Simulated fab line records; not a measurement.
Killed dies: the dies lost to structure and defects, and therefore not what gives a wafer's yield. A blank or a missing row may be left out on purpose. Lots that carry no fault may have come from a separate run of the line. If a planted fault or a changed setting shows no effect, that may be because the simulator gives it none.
Chamber matching    flow n5Finfet    3 sister chambers for N5_BEOL_M0_SAQP_PECVD_96 on pecvd-01
The step deposits a-Si from SiH4/He, target thk 45 nm, time 45.2 s. 18 wafers are shown with their chamber, then 9 later ones without.

## WAFERS, EACH WITH ITS CHAMBER
wafer   chamber  throttleValvePct (%)  showerheadPlenumPTorr (Torr)  heaterPowerW (W)
L076.2  2        17.3                  5.58                          602
L076.4  2        17.3                  5.60                          611
L076.6  1        19.2                  5.66                          800
L078.1  0        19.2                  5.67                          725
L078.3  2        17.6                  5.57                          621
L078.6  2        17.7                  5.59                          622
L080.1  2        17.5                  5.58                          600
L080.3  0        19.2                  5.66                          736
L080.6  1        19.2                  5.66                          777
L082.1  0        19.3                  5.67                          739
L082.4  1        19.3                  5.66                          694
L082.6  0        19.2                  5.67                          762
L083.1  0        19.1                  5.66                          711
L083.2  2        17.2                  5.60                          589
L083.4  1        19.7                  5.67                          770
L084.3  0        19.3                  5.66                          746
L084.5  1        19.3                  5.67                          780
L084.6  0        19.3                  5.65                          751

SIGNATURES, as means of the wafers listed above
reading                chamber 0  chamber 1  chamber 2  scatter within a chamber
throttleValvePct       19.229     19.340     17.433     0.163
showerheadPlenumPTorr  5.6629     5.6640     5.5867     0.00893
heaterPowerW           738.57     764.20     607.50     24.8
Rule: a wafer lies at a distance from a chamber equal to the root of the sum of squares, over the readings, of (its reading less the chamber's mean, divided by the reading's scatter). The wafer belongs to the nearest chamber; if the next one is less than 2 further off, it can't be placed. How the scatter is found: for the shown wafers, subtract from each reading the mean of its chamber, square and add these, divide the total by (wafers less chambers), then take the root.

## WAFERS WITH NO CHAMBER GIVEN
wafer   throttleValvePct (%)  showerheadPlenumPTorr (Torr)  heaterPowerW (W)
L085.2  17.4                  5.59                          550
L085.4  17.2                  5.60                          543
L085.6  19.1                  5.67                          706
L086.1  17.3                  5.59                          620
L086.2  19.3                  5.67                          656
L086.4  17.4                  5.59                          623
L095.1  19.5                  5.68                          762
L095.3  17.4                  5.59                          601
L095.4  19.3                  5.67                          798

## CHAMBER TAKEN BY EACH
wafer   from the rows above      in truth
L085.2  2                        2
L085.4  2                        2
L085.6  can't be placed: 0 or 1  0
L086.1  2                        2
L086.2  can't be placed: 0 or 1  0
L086.4  2                        2
L095.1  can't be placed: 1 or 0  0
L095.3  2                        2
L095.4  can't be placed: 1 or 0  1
Correctly placed: 5 of 9. Cannot be placed on the basis of these rows: 4; the candidates contain the true chamber in 4. Placed wrongly: 0.
